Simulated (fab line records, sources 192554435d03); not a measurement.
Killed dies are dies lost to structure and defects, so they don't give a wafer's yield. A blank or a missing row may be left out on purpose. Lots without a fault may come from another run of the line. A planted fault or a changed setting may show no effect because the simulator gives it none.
Chamber matching | flow n5_finfet | N5_BEOL_M0_SAQP_ILD_DEP_01 on pecvd-01: 3 sister chambers
The step deposits SiOC from DEMS/O2, target thk 45.419 nm, time 8.7 s. 6 wafers are shown with their chamber, then 9 later ones without.

WAFERS WITH THEIR CHAMBER
wafer  | chamber | throttle_valve_pct (%) | heater_power_w (W)
L078.5 | 1       | 12.3                   | 457
L079.2 | 1       | 12.2                   | 438
L080.3 | 2       | 11.4                   | 554
L086.3 | 0       | 11.8                   | 611
L086.4 | 2       | 11.5                   | 509
L086.5 | 0       | 12.1                   | 622

WAFERS WITHOUT THEIR CHAMBER
wafer  | throttle_valve_pct (%) | heater_power_w (W)
L088.1 | 12.3                   | 424
L088.2 | 12.0                   | 615
L088.5 | 12.0                   | 415
L090.2 | 11.8                   | 555
L090.3 | 11.5                   | 553
L090.4 | 12.3                   | 432
L093.1 | 12.4                   | 450
L093.4 | 11.8                   | 501
L093.5 | 12.0                   | 445

WHICH CHAMBER EACH WENT THROUGH
wafer  | from the rows above     | in truth
L088.1 | 1                       | 1
L088.2 | 0                       | 0
L088.5 | 1                       | 1
L090.2 | can't be placed: 2 or 0 | 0
L090.3 | 2                       | 2
L090.4 | 1                       | 1
L093.1 | 1                       | 1
L093.4 | can't be placed: 2 or 1 | 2
L093.5 | 1                       | 1
Placed correctly: 7 of 9. Can't be placed from these rows: 2 (the true chamber is among the candidates in 2). Placed wrongly: 0.
How it was worked out, from the rows above alone: a wafer's distance from a chamber is the root of the sum, over the readings, of the square of ((its reading less the chamber's mean) divided by the reading's scatter). The wafer belongs to the nearest chamber; if the next one is less than 2 further off, it can't be placed. A chamber's mean is the mean of its shown wafers. The scatter: the root of (the sum of the squares of (reading less its chamber's mean) over the shown wafers, divided by (wafers less chambers)).
